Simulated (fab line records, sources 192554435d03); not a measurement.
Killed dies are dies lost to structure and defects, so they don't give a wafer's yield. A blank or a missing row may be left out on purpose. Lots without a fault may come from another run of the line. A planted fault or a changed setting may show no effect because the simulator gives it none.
fab line records | flow n5_finfet
record lots=8 wafers=24 last_day=16
route steps=1938 shown BEOL_M1@765 BEOL_M4@1111
lots that met no fault: from a run of the same line without faults
start_h: hours from the record's first day to the start of the lot's first wafer shown | wait_h: hours since the lot's step before | " the same as in the row above | L1.1+2: a row that stands for several wafers | - no value, or no start given | * or withheld: withheld | < > ~ a bound
route shown NAME@n: a module of which the file shows steps, and the number in the route of the first | usual: mean/standard deviation of fault-free wafers | same: alike in all rows | chamber/n: place in a boat | sites: the reading at each site | _std_site: their standard deviation | _edge_site: outer sites' mean less inner sites' | radius_mm: how far each site lies from the wafer's centre | mask NAME#n: copy n | behind: the tool/chamber that last shaped the wafer | hold: why the lot was held/for how many hours/how that ended | device: the transistor (n, p or np) that didn't switch | end of line: the same wafers' tests at the end of the route | a step without rows: its recipe alone | killed: dies lost to structure and defects at the first sort, not the wafer's yield | map: a wafer's dies, x killed, . not, _ none there
set.NAME: the setting as run; set.NAME@STEP: as run at that earlier step | model.NAME: the simulator's own value behind a step, which no gauge read
steps of the route over a sample of lots; a table a step, a row a wafer
services: from which hour (start_h, from the record's first day; less than 0 if before it) a tool's chamber was out of use, for how many hours, and why
## steps
# step N5_BEOL_M1_OVL_MEAS_12
# recipe points_per_wafer=522
# usual M1_OVL=-0.3/0.69
# columns lot.wafer tool chamber start_h wait_h M1_OVL[nm]
L798.2 overlay-02 0 127.36 0.0 -0.2
L798.3 " 0 " " 0.1
L798.6 " 0 " " -0.2
L799.1 overlay-02 0 128.78 0.0 0.1
L799.2 " 0 " " -0.4
L799.3 " 0 " " 0.0
L801.2 overlay-02 0 134.02 0.0 -0.6
L801.3 " 0 " " 0.2
L801.4 " 0 " " 0.1
L800.1 overlay-02 0 138.05 0.0 -1.0
L800.3 " 0 " " -0.7
L800.4 " 0 " " -0.3
L810.1 overlay-02 0 191.67 0.0 -0.6
L810.3 " 0 " " -0.8
L810.5 " 0 " " -0.2
L808.2 overlay-01 0 191.76 0.0 -0.7
L808.5 " 0 " " 0.4
L808.6 " 0 " " 0.2
L809.3 overlay-02 0 191.90 0.0 -0.2
L809.4 " 0 " " -0.2
L809.6 " 0 " " 0.3
L818.1 overlay-02 0 245.09 0.0 0.9
L818.4 " 0 " " -1.1
L818.5 " 0 " " 1.6
# step N5_BEOL_M1_INSPECT_13
# recipe mode=adi inspect_instrument=brightfield
# usual raw_defect_count=410/110
# columns lot.wafer tool chamber start_h wait_h raw_defect_count
L798.2 defect_inspect-02 - 127.41 0.0 526
L798.3 " - " " 428
L798.6 " - " " 755
L799.1 defect_inspect-01 - 128.84 0.1 318
L799.2 " - " " 327
L799.3 " - " " 417
L801.2 defect_inspect-02 - 134.07 0.0 656
L801.3 " - " " 451
L801.4 " - " " 431
L800.1 defect_inspect-02 - 138.11 0.1 537
L800.3 " - " " 506
L800.4 " - " " 486
L810.1 defect_inspect-02 - 191.73 0.1 343
L810.3 " - " " 359
L810.5 " - " " 416
L808.2 defect_inspect-02 - 191.81 0.0 606
L808.5 " - " " 525
L808.6 " - " " 618
L809.3 defect_inspect-01 - 191.95 0.0 425
L809.4 " - " " 399
L809.6 " - " " 404
L818.1 defect_inspect-02 - 245.15 0.1 488
L818.4 " - " " 394
L818.5 " - " " 334
# step N5_BEOL_M1_ETCH_64
# recipe chemistry=N2/H2 target=SOC target_depth_a=750 overetch_a=150 mask_material=SiARC temp_c=40 time_s=112.5 ion_energy_ev=200 pressure_mtorr=30 source_w=840 bias_w=150 n2_flow_sccm=200 h2_flow_sccm=200
# usual drypump_motor_current_A=5.7/0.41 oes_product_au=0.62/0.064 rf_vpp_V=523.5/2.3 showerhead_plenum_p_Torr=2.53/0.077 throttle_valve_pct=17.86/0.25
# columns lot.wafer tool chamber start_h wait_h drypump_motor_current_A oes_product_au rf_hours_counter_h rf_vpp_V showerhead_plenum_p_Torr throttle_valve_pct
L798.2 rie_diel-04 1 127.53 0.0 5.8 0.55 215 526.1 2.63 17.86
L798.3 " 2 " " 6.6 0.52 288 522.5 2.49 18.32
L798.6 " 2 " " 6.5 0.52 - 524.1 2.49 18.32
L799.1 rie_diel-05 2 128.96 0.0 5.1 0.72 34 524.7 2.58 17.55
L799.2 " 1 " " 5.5 0.57 169 521.5 2.43 17.97
L799.3 " 3 " " 5.6 0.67 70 520.6 2.47 17.48
L801.2 rie_diel-06 0 134.18 0.0 5.7 0.56 228 525.5 2.63 17.78
L801.3 " 3 " " 5.2 0.60 149 527.5 2.65 17.54
L801.4 " 2 " " 6.0 0.58 186 525.8 2.63 17.82
L800.1 rie_diel-04 2 138.24 0.0 6.5 0.52 292 522.7 2.49 18.33
L800.3 " 0 " " 5.6 0.67 47 522.7 2.49 17.81
L800.4 " 1 " " 5.9 0.54 - 526.2 2.62 17.86
L810.1 rie_diel-04 0 192.11 0.0 5.6 0.65 64 522.9 2.48 17.84
L810.3 " 2 " " 6.5 0.75 5 522.9 2.48 17.83
L810.5 " 2 " " 6.5 0.76 - 522.0 2.48 17.83
L808.2 rie_diel-05 2 192.23 0.0 5.1 0.68 54 524.6 2.57 17.59
L808.5 " 2 " " 5.1 0.68 - 524.4 2.57 17.57
L808.6 " 3 " " 5.7 0.66 - 520.9 2.47 17.50
L809.3 rie_diel-05 3 192.86 0.0 5.7 0.65 89 520.5 2.47 17.49
L809.4 " 0 " " 6.0 0.57 197 526.7 2.62 18.24
L809.6 " 1 " " 5.6 0.56 - 521.1 2.42 18.00
L818.1 rie_diel-04 0 245.30 0.0 5.6 0.64 79 520.8 2.47 17.87
L818.4 " 0 " " 5.6 0.64 - 522.7 2.47 17.85
L818.5 " 2 " " 6.5 0.72 - 522.9 2.47 17.86
# step N5_BEOL_M1_EXPOSE_25
# recipe mask_id=V0 na=0.33 source_shape=quasar sigma_inner=0.2 sigma_outer=0.8 polarization=unpolarized defocus_nm=5 target_cd_nm=24 dose_mj=63
# usual exposure_dose_mJ_cm2=63.00/0.067
# same sigma_outer=0.8
# columns lot.wafer tool chamber start_h wait_h mask exposure_dose_mJ_cm2
L798.2 euv_scanner-02 0 128.18 - V0#0 63.07
L798.3 " 0 " " V0#0 63.07
L798.6 " 0 " " V0#0 63.10
L799.1 euv_scanner-02 0 129.53 - V0#0 62.95
L799.2 " 0 " " V0#0 63.02
L799.3 " 0 " " V0#0 63.10
L801.2 euv_scanner-01 0 134.84 - V0#0 63.06
L801.3 " 0 " " V0#0 62.98
L801.4 " 0 " " V0#0 62.86
L800.1 euv_scanner-02 0 138.89 - V0#0 63.00
L800.3 " 0 " " V0#0 63.04
L800.4 " 0 " " V0#0 62.99
L810.1 euv_scanner-01 0 192.69 - V0#0 62.95
L810.3 " 0 " " V0#0 62.92
L810.5 " 0 " " V0#0 63.10
L808.2 euv_scanner-01 0 192.98 - V0#0 63.85
L808.5 " 0 " " V0#0 63.93
L808.6 " 0 " " V0#0 63.93
L809.3 euv_scanner-01 0 193.51 - V0#0 63.95
L809.4 " 0 " " V0#0 63.94
L809.6 " 0 " " V0#0 63.97
L818.1 euv_scanner-02 0 245.95 - V0#0 63.03
L818.4 " 0 " " V0#0 63.00
L818.5 " 0 " " V0#0 63.00
# step N5_BEOL_M4_RC_MEAS_101
# usual DIBL_N=36.4/1.2 DIBL_P=36.1/1.6 IOFF_N=0.156/0.024 IOFF_P=0.21/0.031 ION_N=674/11 ION_P=463/6.9 SS_N=71.5/0.5 SS_P=73.2/0.55 VT_N=250.0/2.9 VT_P=-250/3.6
# columns lot.wafer tool chamber start_h wait_h DIBL_N[mV/V] DIBL_P[mV/V] IOFF_N[nA/um] IOFF_P[nA/um] ION_N[uA/um] ION_P[uA/um] SS_N[mV/dec] SS_P[mV/dec] VT_N[mV] VT_P[mV]
L798.2 prober-02 0 166.60 0.2 37.7 38.4 0.178 0.22 671 462 72.2 73.5 250.2 -250
L798.3 " 0 " " 35.5 36.8 0.155 0.20 675 464 71.2 72.9 251.4 -251
L798.6 " 0 " " 36.2 37.6 0.157 0.20 679 464 70.8 72.7 250.2 -252
L799.1 prober-01 0 167.87 0.0 36.0 35.3 0.151 0.23 682 472 71.9 73.1 250.8 -246
L799.2 " 0 " " 35.7 35.0 0.147 0.22 677 471 72.0 72.9 251.0 -246
L799.3 " 0 " " 36.9 35.9 0.168 0.24 679 469 71.3 72.6 247.8 -245
L800.1 prober-01 0 173.74 0.0 37.3 38.3 0.181 0.23 680 469 72.1 73.3 247.3 -250
L800.3 " 0 " " 38.7 39.4 0.208 0.24 684 464 72.1 73.8 244.2 -249
L800.4 " 0 " " 36.8 37.6 0.167 0.21 674 459 72.4 73.3 247.0 -251
L801.2 prober-02 0 174.43 0.2 35.5 36.6 0.160 0.20 675 456 71.5 73.7 248.2 -252
L801.3 " 0 " " 35.4 36.2 0.146 0.18 661 450 71.3 73.5 250.2 -257
L801.4 " 0 " " 37.9 39.3 0.207 0.24 679 463 71.7 75.0 244.5 -249
L808.2 prober-02 0 226.14 0.3 36.3 35.8 0.159 0.21 687 467 71.9 73.7 249.2 -251
L808.5 " 0 " " 36.3 35.8 0.161 0.21 685 472 71.1 74.1 248.0 -251
L808.6 " 0 " " 36.1 35.7 0.152 0.21 668 458 70.8 73.5 249.3 -250
L810.1 prober-01 0 227.28 0.0 34.6 32.7 0.127 0.18 661 454 71.4 72.3 255.9 -252
L810.3 " 0 " " 34.1 32.2 0.117 0.17 660 453 71.3 72.0 255.5 -253
L810.5 " 0 " " 36.6 35.1 0.156 0.21 678 460 71.4 73.0 250.3 -249
L809.3 prober-02 0 232.71 0.3 38.7 38.0 0.181 0.25 671 464 72.1 73.0 245.3 -246
L809.4 " 0 " " 38.5 38.2 0.185 0.25 683 468 72.3 73.4 245.3 -249
L809.6 " 0 " " 40.6 41.5 0.236 0.31 696 477 72.6 73.8 245.4 -242
L818.1 prober-02 0 284.30 0.0 34.0 34.0 0.129 0.18 667 467 71.0 73.1 252.9 -249
L818.4 " 0 " " 34.5 35.2 0.134 0.20 670 467 71.1 72.5 249.4 -250
L818.5 " 0 " " 34.4 33.8 0.120 0.18 660 459 70.2 72.6 251.6 -250
## services
# columns tool chamber start_h hours kind
euv_scanner-01 - 104.94 4.6 pm
rie_diel-05 0 105.22 2.4 repair
euv_scanner-02 - 109.54 1.0 pm
euv_scanner-01 - 110.58 1.0 pm
euv_scanner-01 - 119.82 0.4 repair
euv_scanner-01 - 139.87 2.7 repair
euv_scanner-02 - 143.60 2.5 repair
rie_diel-05 0 149.24 2.4 repair
rie_diel-04 0 150.26 5.2 repair
euv_scanner-02 - 153.10 63.5 repair
rie_diel-04 2 155.76 - clean
rie_diel-04 2 155.76 - consumable_replace:esc
rie_diel-04 2 155.76 - consumable_replace:focus_ring
rie_diel-04 2 155.76 18.5 scheduled_down
rie_diel-04 2 155.76 18.5 vent_cycle
rie_diel-06 1 175.19 8.7 repair
euv_scanner-01 - 179.60 1.0 pm
euv_scanner-01 - 198.33 1.7 repair
euv_scanner-01 0 212.19 - calibration
euv_scanner-02 - 216.63 1.0 pm
euv_scanner-02 - 217.64 4.6 pm
euv_scanner-01 - 223.25 1.0 pm
rie_diel-04 1 244.83 - clean
rie_diel-04 1 244.83 - consumable_replace:focus_ring
## key
first_sign step=N5_BEOL_M1_EXPOSE_25 reading=exposure_dose_mJ_cm2 direction=up sigmas=14 usual=63.00 struck=63.93
effect none on later readings
met_at N5_BEOL_M1_EXPOSE_25
struck_lots L808,L809
not_acting_at N5_BEOL_M1_OVL_MEAS_12,N5_BEOL_M1_INSPECT_13,N5_BEOL_M1_ETCH_64
onset_between 192.69 192.98
fault kind=process_parameter_drift tool=euv_scanner-01 chamber=- onset_h=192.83 steps=N5_BEOL_M1_EXPOSE_25 channel=dose_mj offset=0.94827 shape=step acts_in=these_recipes_only stated=63
